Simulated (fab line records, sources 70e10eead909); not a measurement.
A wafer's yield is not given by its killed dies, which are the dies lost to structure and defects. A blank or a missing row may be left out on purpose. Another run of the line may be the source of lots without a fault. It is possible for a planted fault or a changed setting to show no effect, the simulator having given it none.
fab line records    flow nandHarc
record lots=7  wafers=20  lastDay=24
route steps=1159 shown A_CHANNEL_HOLE_D1@487 A_CHANNEL_FILL_D1@490 END@1159
lots that met no fault: from a run of the same line without faults
startH: the number of hours between the record's first day and the start of the first shown wafer of the lot    waitH: how many hours have passed since the lot's step before this one    " the same as in the row above    L1.1+2: a single row standing in for several wafers    - value missing, or start not given    * or withheld: withheld    < > ~ a bound
route shown NAME@n: names a module that has steps shown in the file, with the first one's number in the route    usual: mean/standard deviation of fault-free wafers    same: alike in all rows    chamber/n: place in a boat    sites: the reading at each site    _std_site: the values' standard deviation    _edge_site: mean of outer sites minus mean of inner sites    radiusMm: for every site, how far away it sits from the centre of the wafer    mask NAME#n: copy n    behind: the last tool/chamber to shape the wafer    hold: why the lot went on hold/how many hours it stayed there/how the hold came to an end    device: transistor that didn't switch, given as n, p or np    end of line: the tests these same wafers got at the end of their route    a step without rows: its recipe alone    killed: dies that structure and defects cost at the first sort, which is not the same as the wafer's yield    map: dies across one wafer; x = killed, . = not, _ = none there
set.NAME: the setting as run; set.NAME@STEP: as run at that earlier step    model.NAME: the simulator's own value behind a step, which no gauge read
lots seen at some steps along the route; tables by step, rows by wafer
services: the hour from which a tool's chamber was out of use, counted from the record's first day as startH (under 0 if before that day), plus the number of hours and why
## steps
# step NHARC_A_CHANNEL_HOLE_D1_CD_MEAS_30
# usual cdNm=89.6/1.2
lot.wafer  tool      chamber  startH  waitH  cdNm
L483.3     cdSem-01  -        188.16  -      90.5
L483.5     "         -        "       "      90.6
L483.6     "         -        "       "      90.4
L487.1     cdSem-02  -        199.29  -      90.0
L487.3     "         -        "       "      89.1
L487.5     "         -        "       "      90.4
L496.1     cdSem-03  -        256.91  -      87.9
L496.3     "         -        "       "      89.9
L496.4     "         -        "       "      89.1
L497.1     cdSem-03  -        283.20  -      90.3
L497.6     "         -        "       "      88.3
L500.1     cdSem-02  -        288.58  -      90.0
L500.2     "         -        "       "      87.2
L500.6     "         -        "       "      88.5
L503.1     cdSem-02  -        301.56  -      91.7
L503.5     "         -        "       "      92.1
L503.6     "         -        "       "      89.8
L506.1     cdSem-01  -        323.57  -      88.4
L506.2     "         -        "       "      89.8
L506.4     "         -        "       "      90.1
# step NHARC_A_CHANNEL_HOLE_D1_XSEM_31
# recipe landingEnergyEv=35000
# step NHARC_A_CHANNEL_HOLE_D1_INSPECT_40
# usual rawDefectCount=57/16
lot.wafer  tool              chamber  startH  waitH  rawDefectCount
L483.3     defectInspect-02  -        188.34  -      50
L483.5     "                 -        "       "      34
L483.6     "                 -        "       "      48
L487.1     defectInspect-01  -        199.48  -      79
L487.3     "                 -        "       "      89
L487.5     "                 -        "       "      64
L496.1     defectInspect-01  -        257.10  -      66
L496.3     "                 -        "       "      53
L496.4     "                 -        "       "      59
L497.1     defectInspect-02  -        283.39  -      41
L497.6     "                 -        "       "      44
L500.1     defectInspect-01  -        288.77  -      54
L500.2     "                 -        "       "      38
L500.6     "                 -        "       "      40
L503.1     defectInspect-01  -        301.75  -      53
L503.5     "                 -        "       "      53
L503.6     "                 -        "       "      60
L506.1     defectInspect-01  -        323.76  -      38
L506.2     "                 -        "       "      64
L506.4     "                 -        "       "      44
# step NHARC_A_CHANNEL_FILL_D1_PRECLEAN_00
# recipe timeS=*  tempC=50  bathAgeMin=0  chemistry=SC1
# step NHARC_A_CHANNEL_FILL_D1_SRD_01
# step NHARC_A_CHANNEL_FILL_D1_ALD_02
# recipe targetThkA=60  pulseTimeS=10  aldCycles=60  tempC=300  material=SiO2
# usual heaterPowerW=477/55  precursorPulseHeightRel=1.000/0.019
lot.wafer  tool      chamber  startH  waitH  heaterPowerW  precursorPulseHeightRel
L483.3     aldHk-01  1        193.10  -      524           1.023
L483.6     "         0        "       "      367           1.010
L483.5     "         1        "       "      515           1.005
L487.1     aldHk-01  2        200.33  -      439           1.005
L487.3     "         1        "       "      512           1.014
L487.5     "         2        "       "      437           1.006
L496.3     aldHk-04  0        257.47  -      478           0.979
L496.1     "         1        "       "      481           1.019
L496.4     "         3        "       "      460           0.997
L497.1     aldHk-04  3        284.12  -      470           0.968
L497.6     "         2        "       "      482           1.014
L500.1     aldHk-04  3        289.41  -      473           1.011
L500.2     "         0        "       "      478           1.006
L500.6     "         3        "       "      459           0.982
L503.1     aldHk-04  3        302.10  -      480           0.971
L503.5     "         1        "       "      479           1.017
L503.6     "         2        "       "      488           1.006
L506.4     aldHk-01  1        325.78  -      521           0.954
L506.1     "         2        "       "      457           0.998
L506.2     "         3        "       "      587           1.003
# step NHARC_A_CHANNEL_FILL_D1_ALD_03
# recipe targetThkA=60  pulseTimeS=60  aldCycles=58  tempC=630  pressureTorr=2  material=SiNx
# usual precursorPulseHeightRel=1.003/0.021
lot.wafer  tool            chamber  startH  waitH  precursorPulseHeightRel
L483.3     aldSinBatch-02  0        -       -      0.982
L483.5     "               0        "       "      0.967
L483.6     "               0        "       "      1.018
L487.1     aldSinBatch-03  0        -       -      1.021
L487.3     "               0        "       "      1.030
L487.5     "               0        "       "      0.982
L496.1     aldSinBatch-03  0        -       -      0.989
L496.3     "               0        "       "      1.049
L496.4     "               0        "       "      0.995
L497.1     aldSinBatch-02  0        -       -      0.970
L497.6     "               0        "       "      1.019
L500.1     aldSinBatch-02  0        -       -      1.018
L500.2     "               0        "       "      1.016
L500.6     "               0        "       "      0.985
L503.1     aldSinBatch-02  0        -       -      1.001
L503.5     "               0        "       "      1.021
L503.6     "               0        "       "      1.025
L506.1     aldSinBatch-01  0        -       -      0.966
L506.2     "               0        "       "      0.993
L506.4     "               0        "       "      0.992
# step NHARC_A_CHANNEL_FILL_D1_ALD_14
# recipe targetThkA=25  pulseTimeS=10  aldCycles=25  tempC=300  material=SiO2
# step NHARC_A_CHANNEL_FILL_D1_ALD_15
# recipe targetThkA=20  pulseTimeS=60  aldCycles=19  tempC=630  pressureTorr=2  material=SiNx
# usual precursorPulseHeightRel=1.002/0.019
lot.wafer  tool            chamber  startH  waitH  precursorPulseHeightRel
L483.3     aldSinBatch-02  0        -       -      1.011
L483.5     "               0        "       "      1.052
L483.6     "               0        "       "      1.003
L487.1     aldSinBatch-03  0        -       -      0.988
L487.3     "               0        "       "      1.014
L487.5     "               0        "       "      1.013
L496.1     aldSinBatch-02  0        -       -      1.039
L496.3     "               0        "       "      0.995
L496.4     "               0        "       "      1.025
L497.1     aldSinBatch-01  0        -       -      1.003
L497.6     "               0        "       "      1.004
L500.1     aldSinBatch-03  0        -       -      1.012
L500.2     "               0        "       "      0.977
L500.6     "               0        "       "      1.008
L503.1     aldSinBatch-01  0        -       -      0.998
L503.5     "               0        "       "      1.026
L503.6     "               0        "       "      0.996
L506.1     aldSinBatch-02  0        -       -      0.988
L506.2     "               0        "       "      1.006
L506.4     "               0        "       "      1.010
# step NHARC_A_CHANNEL_FILL_D1_ALD_16
# recipe targetThkA=15  pulseTimeS=10  aldCycles=15  tempC=300  material=SiO2
# usual heaterPowerW=483/54  precursorPulseHeightRel=0.998/0.02
lot.wafer  tool      chamber  startH  waitH  heaterPowerW  precursorPulseHeightRel
L483.3     aldHk-02  1        205.14  0.1    395           0.971
L483.5     "         3        "       "      485           1.046
L483.6     "         0        "       "      581           0.994
L487.3     aldHk-04  1        212.56  0.1    470           1.027
L487.1     "         3        "       "      462           1.004
L487.5     "         1        "       "      479           0.986
L496.4     aldHk-04  0        270.57  0.9    471           0.989
L496.1     "         2        "       "      492           1.021
L496.3     "         3        "       "      464           0.998
L497.1     aldHk-02  0        296.54  0.4    588           1.035
L497.6     "         3        "       "      479           1.001
L500.1     aldHk-04  2        301.46  0.3    482           0.997
L500.2     "         3        "       "      463           1.021
L500.6     "         1        "       "      490           1.022
L503.1     aldHk-04  1        314.15  0.1    487           1.003
L503.5     "         1        "       "      484           1.007
L503.6     "         2        "       "      494           0.938
L506.2     aldHk-01  2        338.84  0.1    445           0.979
L506.4     "         3        "       "      601           0.999
L506.1     "         0        "       "      376           1.043
# step NHARC_A_CHANNEL_FILL_D1_ANNEAL_17
# recipe tempC=850  timeS=1800
# step NHARC_A_CHANNEL_FILL_D1_CVD_18
# recipe targetThkA=30  tempC=550  material=poly-Si
# step NHARC_A_CHANNEL_FILL_D1_ETCHBACK_19
# recipe targetDepthA=50  timeS=1.7  hbrFlowSccm=150  cl2FlowSccm=50  rfW=400  icpW=400  biasW=100  chemistry=HBr/Cl2
# usual drypumpMotorCurrentA=5.8/0.44  oesProductAu=0.998/0.0097  throttleValvePct=26.406/0.0085
lot.wafer  tool      chamber  startH  waitH  drypumpMotorCurrentA  oesProductAu  rfHoursCounterH  throttleValvePct
L483.3     rieSi-05  3        217.13  0.4    6.2                   1.009         1.5              26.413
L483.5     "         2        "       "      6.0                   1.016         -                26.419
L483.6     "         3        "       "      6.3                   1.002         -                26.414
L487.3     rieSi-05  2        227.40  0.4    6.0                   0.998         1.5              26.426
L487.1     "         3        "       "      6.2                   1.021         1.6              26.412
L487.5     "         1        "       "      5.4                   0.992         -                26.400
L496.1     rieSi-01  3        282.21  0.4    6.0                   0.992         1.3              26.401
L496.4     "         1        "       "      6.4                   0.996         1.2              26.412
L496.3     "         2        "       "      5.6                   0.989         1.4              26.403
L497.1     rieSi-05  2        308.19  0.4    6.0                   0.991         0.5              26.415
L497.6     "         0        "       "      5.7                   0.765         -                26.414
L500.2     rieSi-05  3        315.61  0.4    6.2                   1.007         0.5              26.411
L500.1     "         1        "       "      5.4                   0.986         0.7              26.404
L500.6     "         2        "       "      6.0                   0.757         -                26.395
L503.1     rieSi-05  1        325.94  0.4    5.4                   1.005         0.7              26.403
L503.6     "         2        "       "      6.0                   0.762         -                26.403
L503.5     "         3        "       "      6.3                   1.008         -                26.408
L506.4     rieSi-04  1        350.57  0.4    5.6                   0.992         0.6              26.377
L506.1     "         3        "       "      6.1                   0.999         0.6              26.401
L506.2     "         0        "       "      5.3                   0.990         0.6              26.418
# step NHARC_A_CHANNEL_FILL_D1_ETCHBACK_20
# recipe targetDepthA=270  timeS=13.5  c4f8FlowSccm=withheld  o2FlowSccm=8  arFlowSccm=withheld  rfW=600  biasW=1500  chemistry=C4F8/O2/Ar
# usual oesProductAu=0.96/0.04  rfVppV=978/5.7
lot.wafer  tool        chamber  startH  waitH  oesProductAu  rfHoursCounterH  rfVppV
L483.3     rieDiel-11  1        217.27  -      1.01          3                985
L483.6     "           2        "       "      0.99          -                984
L483.5     "           3        "       "      1.01          -                985
L487.3     rieDiel-13  2        227.54  -      0.93          3                987
L487.1     "           3        "       "      0.94          3                980
L487.5     "           0        "       "      0.90          -                983
L496.3     rieDiel-11  2        282.36  -      0.99          18               983
L496.1     "           0        "       "      1.01          17               971
L496.4     "           1        "       "      1.01          -                983
L497.1     rieDiel-13  1        308.30  -      0.98          0                973
L497.6     "           3        "       "      1.02          -                978
L500.2     rieDiel-04  0        315.74  -      1.00          0                973
L500.1     "           2        "       "      0.99          0                969
L500.6     "           3        "       "      1.01          -                974
L503.1     rieDiel-11  2        326.06  -      0.93          27               984
L503.6     "           3        "       "      0.92          -                985
L503.5     "           0        "       "      0.92          -                971
L506.2     rieDiel-04  0        350.71  -      0.98          2                974
L506.1     "           1        "       "      0.97          2                977
L506.4     "           2        "       "      0.98          2                969
# step NHARC_END_SORT_01
# recipe tempC=25
# usual killedAtArray=26/11  killedAtOther=0.6/1  killedAtPeriphery=3.1/2.1  killedDies=30/11  killedOpen=3.4/1.8  killedShort=2.1/1.5
# same grossDies=677
lot.wafer  tool       chamber  startH  waitH  killedAtArray  killedAtOther  killedAtPeriphery  killedDies  killedOpen  killedShort
L497.6     prober-01  0        543.01  4.0    30             0              0                  30          2           3
L500.6     prober-02  0        543.13  4.1    52             0              2                  54          8           2
L503.6     prober-01  0        565.80  4.0    31             0              1                  32          1           3
# killed by level:class
L497.6 A_CHANNEL_FILL_D1:areaEtchback=16 A_CHANNEL_HOLE_D1:chamberFilmFlake=5 A_CHANNEL_FILL_D1:geometricParticle:short=2 A_STAIRCASE:chamberFilmFlake=2 A_ONON_D1:geometricParticle:open=1 A_CHANNEL_FILL_D1:geometricParticle:open=1 A_WL_FILL:geometricParticle:short=1 A_CHANNEL_FILL_D1:chamberFilmFlake=1
L500.6 A_CHANNEL_FILL_D1:areaEtchback=35 A_CHANNEL_HOLE_D1:chamberFilmFlake=4 A_CONTACT:geometricParticle:open=3 A_CONTACT:chamberFilmFlake=3 A_M0:geometricParticle:open=2 P_STI:geometricParticle:open=1 A_SOURCE_PLATE:geometricParticle:open=1 A_ONON_D1:geometricParticle:short=1
L503.6 A_CHANNEL_FILL_D1:areaEtchback=13 A_CHANNEL_HOLE_D1:chamberFilmFlake=8 A_STAIRCASE:chamberFilmFlake=5 A_CHANNEL_FILL_D1:geometricParticle:short=2 A_WL_FILL:geometricParticle:open=1 A_WL_FILL:geometricParticle:short=1 P_GATE:chamberFilmFlake=1 A_CONTACT:chamberFilmFlake=1
## services
tool            chamber  startH  hours  kind
rieDiel-13      -        171.83  0.7    repair
rieSi-04        2        176.11  4.0    repair
aldHk-04        -        186.16  10.0   pm
rieDiel-11      -        189.50  9.0    pm
rieDiel-11      -        210.24  0.9    repair
rieDiel-04      -        222.09  0.6    repair
rieDiel-13      -        232.58  0.3    repair
aldHk-01        -        233.53  10.0   pm
rieSi-05        2        237.27  3.1    repair
rieSi-05        -        239.05  9.0    pm
rieSi-01        3        249.81  5.5    repair
rieDiel-13      2        250.93  8.0    repair
rieSi-01        1        253.33  2.9    repair
rieDiel-11      0        260.93  4.9    repair
rieSi-04        -        266.55  0.4    repair
rieDiel-11      3        267.66  41.2   repair
rieDiel-13      -        276.00  9.0    pm
rieSi-04        -        276.00  9.0    pm
rieDiel-04      -        288.92  9.0    pm
rieSi-01        -        304.00  9.0    pm
rieDiel-11      3        312.51  3.4    repair
aldSinBatch-03  -        314.00  26.0   pm
rieSi-04        1        318.20  3.7    repair
aldHk-02        -        335.07  2.5    repair
## key
firstSign step=NHARC_A_CHANNEL_FILL_D1_ETCHBACK_19  reading=oesProductAu  direction=down  sigmas=24  usual=0.998  struck=0.761
moreKillsBornAt NHARC_A_CHANNEL_FILL_D1_ETCHBACK_19@rieSi-05=64
metAt NHARC_A_CHANNEL_FILL_D1_ETCHBACK_19
struckWafers L497.6,L500.6,L503.6
testerLeftOut L497,L500,L503
onsetBetween 227.40 308.19
fault kind=processParameterDrift  tool=rieSi-05  chamber=-  onsetH=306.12  steps=NHARC_A_CHANNEL_FILL_D1_ETCHBACK_19  channel=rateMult  offset=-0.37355  shape=step  endH=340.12  scope=struckWafersOnly
# testerLeftOut: of these lots the tester's yield and bins aren't shown, on N5 and GAA mostly nor the transistor test; their killed dies are dies lost to structure and defects alone, not to doping, threshold or leakage, so they don't give the yield
